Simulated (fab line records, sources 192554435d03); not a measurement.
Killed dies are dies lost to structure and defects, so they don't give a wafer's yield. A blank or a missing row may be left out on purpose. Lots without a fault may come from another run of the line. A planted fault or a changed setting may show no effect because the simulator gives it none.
Chamber matching | flow n5_finfet | N5_BEOL_M8_PECVD_70 on pecvd-02: 3 sister chambers
The step deposits SiO2 from TEOS/O2, target thk 20 nm, time 22.7 s. 3 wafers are shown with their chamber, then 12 later ones without.

WAFERS WITH THEIR CHAMBER
wafer  | chamber | throttle_valve_pct (%)
L084.2 | 2       | 20.6
L086.4 | 0       | 22.2
L086.6 | 1       | 21.3

WAFERS WITHOUT THEIR CHAMBER
wafer  | throttle_valve_pct (%)
L088.1 | 22.0
L088.2 | 20.8
L088.3 | 21.3
L091.3 | 22.3
L091.4 | 21.0
L091.6 | 22.1
L095.3 | 22.4
L095.5 | 21.4
L095.6 | 22.7
L097.2 | 21.2
L097.4 | 22.5
L097.5 | 21.2

WHICH CHAMBER EACH WENT THROUGH
wafer  | from the rows above     | in truth
L088.1 | 0                       | 0
L088.2 | can't be placed: 2 or 1 | 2
L088.3 | 1                       | 1
L091.3 | 0                       | 0
L091.4 | can't be placed: 1 or 2 | 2
L091.6 | 0                       | 0
L095.3 | 0                       | 0
L095.5 | 1                       | 1
L095.6 | 0                       | 0
L097.2 | 1                       | 1
L097.4 | 0                       | 0
L097.5 | 1                       | 1
Placed correctly: 10 of 12. Can't be placed from these rows: 2 (the true chamber is among the candidates in 2). Placed wrongly: 0.
How it was worked out, from the rows above alone: a wafer's distance from a chamber is the root of the sum, over the readings, of the square of ((its reading less the chamber's mean) divided by the reading's scatter). The wafer belongs to the nearest chamber; if the next one is less than 2 further off, it can't be placed. A chamber's mean is the mean of its shown wafers. The scatter: with one shown wafer a chamber, the root of the mean of the squares of how far each hidden wafer lies from its nearest shown one.
